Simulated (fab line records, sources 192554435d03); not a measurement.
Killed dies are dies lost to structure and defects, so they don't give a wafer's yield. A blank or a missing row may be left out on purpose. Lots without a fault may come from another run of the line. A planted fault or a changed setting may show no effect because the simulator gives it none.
Split-lot experiment | flow n5_finfet | 7 lots, 21 wafers read, on a route of 1938 steps

THE SPLIT
At N5_FIN_SAQP_HM_DEP_72 (deposits SiO2 from SiH4/N2O, target thk 12 nm, time 7.2 s), the setting time_s was moved away from the recipe's 7.2 s on 10 of the 21 wafers read, by -13.9% to +8.2%. The other wafers ran this setting at the recipe's value.

FROM THE SPLIT TO THE READING: what the file shows between them, 4 steps
- N5_FIN_SAQP_DESCUM_21: chemistry O2, time 7.9 s (also split here: time_s)
- N5_FIN_SAQP_ETCH_51: etches SiARC in CF4, target depth 45.5 nm, time 75.8 s
- N5_FIN_SAQP_ETCH_52: etches SOC in N2/H2, target depth 100 nm, overetch 20 nm, time 150 s
- N5_FIN_SAQP_STRIP_53: strips in N2/H2

THE READING
etch.depth_nm (the simulator's own value, which no gauge read), in nm, at N5_FIN_SAQP_HM_OPEN_73 (chemistry CHF3/O2, target SiO2, stops on a-Si, target depth 12 nm, time 16.8 s). The file gives no usual value for it. The 11 wafers here that ran the recipe average 12.08 nm, standard deviation 0.15 nm.

wafer  | tool, chamber at the split | time_s as run, s | against the recipe | etch.depth_nm, nm | against lot-mates on the recipe
L076.1 | pecvd-02, 0                | 7.2              | recipe             | 12.05             | -
L076.2 | pecvd-02, 1                | 7.791            | +8.2%              | 12.65             | +0.60
L076.4 | pecvd-02, 0                | 7.791            | +8.2%              | 13.3              | +1.25
L079.2 | pecvd-04, 0                | 7.2              | recipe             | 11.9              | -
L079.5 | pecvd-04, 1                | 7.604            | +5.6%              | 12.85             | +0.95
L079.6 | pecvd-04, 2                | 7.604            | +5.6%              | 12.7              | +0.80
L080.1 | pecvd-02, 1                | 7.2              | recipe             | 11.76             | -
L080.4 | pecvd-02, 1                | 7.6              | +5.6%              | 12.9              | +1.14
L080.6 | pecvd-02, 0                | 7.6              | +5.6%              | 12.94             | +1.18
L092.4 | pecvd-03, 1                | 6.547            | -9.1%              | 11.19             | -0.93
L092.5 | pecvd-03, 2                | 7.2              | recipe             | 12.07             | -
L092.6 | pecvd-03, 0                | 7.2              | recipe             | 12.16             | -
L093.2 | pecvd-03, 0                | 6.202            | -13.9%             | 10.54             | -1.68
L093.3 | pecvd-03, 2                | 7.2              | recipe             | 12.09             | -
L093.4 | pecvd-03, 1                | 7.2              | recipe             | 12.35             | -
L094.4 | pecvd-04, 0                | 7.2              | recipe             | 12.1              | -
L094.5 | pecvd-04, 2                | 7.2              | recipe             | 12.06             | -
L094.6 | pecvd-04, 1                | 7.2              | recipe             | 12.17             | -
L096.1 | pecvd-02, 1                | 6.305            | -12.4%             | 10.52             | -1.66
L096.2 | pecvd-02, 0                | 7.2              | recipe             | 12.18             | -
L096.4 | pecvd-02, 2                | 6.305            | -12.4%             | 10.65             | -1.53

THE FIT
A straight line over all 21 wafers: etch.depth_nm changes by +0.117 nm for each +1% of time_s; r = +0.98; the points scatter about the line by 0.17 nm.
The same after taking each lot's own level away (the mean of its wafers on the recipe; 21 wafers): +0.13 nm for each +1%; r = +0.97; scatter 0.2 nm.
On that fit, the largest move of time_s shifts the reading by 1.8 nm.
The lots' own levels span 11.760 to 12.220 nm, that is 3.2 times the standard deviation above.
So the lot-to-lot level changes the slope: the two fits differ.
Check: with one of the wafers moved furthest among these (-13.9%) left out of the fit, the line predicts -1.77 nm for it against its lot-mates. It came out at -1.68 nm against them.

OTHER SPLITS ON THESE WAFERS
These wafers also went through other splits before the reading. Each is held against what the fit with the lots' levels taken away leaves over:
other split on the same wafers          | wafers away from the commonest value | r with etch.depth_nm (lot level and that fit taken away)
N5_ZERO_LAYER_PECVD_02 time_s           | 6                                    | +0.12
N5_ZERO_LAYER_COAT_05 spin_rpm          | 3                                    | -0.45
N5_ZERO_LAYER_EXPOSE_08 dose_mj         | 4                                    | -0.27
N5_ZERO_LAYER_DEVELOP_10 develop_time_s | 4                                    | +0.24
N5_FIN_SAQP_DESCUM_21 time_s            | 8                                    | -0.16

THE WHOLE CHAIN: every reading that the file lists as answering this split, in the file's order
step                   | what it does                                                                   | reading                                                                            | change (the file's fit)               | r (the file's)
N5_FIN_SAQP_HM_DEP_72  | deposits SiO2 from SiH4/N2O, target thk 12 nm, time 7.2 s                      | SiO2_of_FIN_SAQP_HM_DEP_72.thk_nm (the simulator's own value, which no gauge read) | +0.126 nm for each +1% of the setting | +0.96
N5_FIN_SAQP_HM_OPEN_73 | chemistry CHF3/O2, target SiO2, stops on a-Si, target depth 12 nm, time 16.8 s | etch.depth_nm (the simulator's own value, which no gauge read)                     | +0.126 nm for each +1% of the setting | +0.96

THE FILE'S OWN FIT
etch.depth_nm changes by +0.126 nm for each +1% of time_s, r = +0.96.
